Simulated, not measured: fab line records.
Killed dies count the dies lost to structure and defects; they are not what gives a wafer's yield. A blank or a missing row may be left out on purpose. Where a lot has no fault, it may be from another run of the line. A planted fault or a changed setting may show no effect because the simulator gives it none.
Code-filled problem report in 8D (eight disciplines) form / flow n5_finfet / the parts of the form that need people (team, actions taken, sign-off) are left out

## 1. WHAT IS WRONG
Wafers without a fault read 1499.9 rpm, standard deviation 0.79; spin_speed_rpm at N5_FIN_SAQP_COAT_68 reads a mean of 1212.7 rpm on 6 wafers belonging to 2 lots. That is -99 or more standard deviations from the usual mean.
The step: time 60 s, resist thk 100 nm.
Seen first at day 7 15:46 on litho_track-04, wafer L424.3. Wafers with a number at this step in the record: 18, from 6 lots. Rule for "out" (also "out of limits"): further than 4 standard deviations from the usual mean. The rest of the wafers with a number are treated as sound.

## 2. WHAT IT IS; WHAT IT IS NOT
question=which readings at this step; is=spin_speed_rpm; is not=-
question=which lots; is=L424, L425; is not=L404, L405, L408, L409
question=which wafers of those lots; is=all that have a number; is not=-
question=read on which tools; is=litho_track-04; is not=litho_track-05
question=when; is=from day 7 15:46; is not=up to then (12 sound wafers)

## 3. WHAT RULES OUT EACH SUSPECT
Counting: a tool stays on the suspect list if, at a process step up to the reading, it processed all lots that are out and no sound lot following the first of them.
- rie_si-03 at N5_FIN_SAQP_MANDREL_ETCH_58 (etches a-Si in HBr/Cl2, stops on SiNx, target depth 45 nm, bt time 10 s, time 27 s): kept. It ran every lot that is out, first L424 (day 7 15:16), and no sound lot after that; its last sound lot up to then is L405 (day 2 07:12).
- litho_track-04 at N5_FIN_SAQP_COAT_68 (time 60 s, resist thk 100 nm): kept. It ran every lot that is out, first L424 (day 7 15:46), and no sound lot after that; its last sound lot up to then is L408 (day 3 03:18). Its own spin_speed_rpm readings are out on those wafers.
The count leaves litho_track-04 at N5_FIN_SAQP_COAT_68 and rie_si-03 at N5_FIN_SAQP_MANDREL_ETCH_58.

## 4. THE CAUSE (what the simulator had put in)
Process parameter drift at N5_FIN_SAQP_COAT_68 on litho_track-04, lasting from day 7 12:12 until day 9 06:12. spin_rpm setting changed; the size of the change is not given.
Counting leaves 2 suspects; this tool is one of them.

## 5. THE CHAIN OF EFFECTS, in route order
Each row: a reading where the mean over the struck wafers with a number is more than 3 standard deviations away from the usual. Scope: only readings with a usual standard deviation given in the record; hours: median across lots of the time from each lot's start at the first step in this table that gives one to its start at this step; sigmas: change in usual standard deviations.
hours=0; step=N5_FIN_SAQP_COAT_68; reading=spin_speed_rpm; usual=1499.9 rpm; on struck wafers=1212.7; change=-287.2; sigmas=-99 or more
It contains these process steps:
- N5_FIN_SAQP_COAT_68: time 60 s, resist thk 100 nm.

## 6. HOW IT WOULD HAVE BEEN CAUGHT EARLIER
In this record no reading fell out of limits until day 7 15:46, 4 hours after the fault had begun at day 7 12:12.
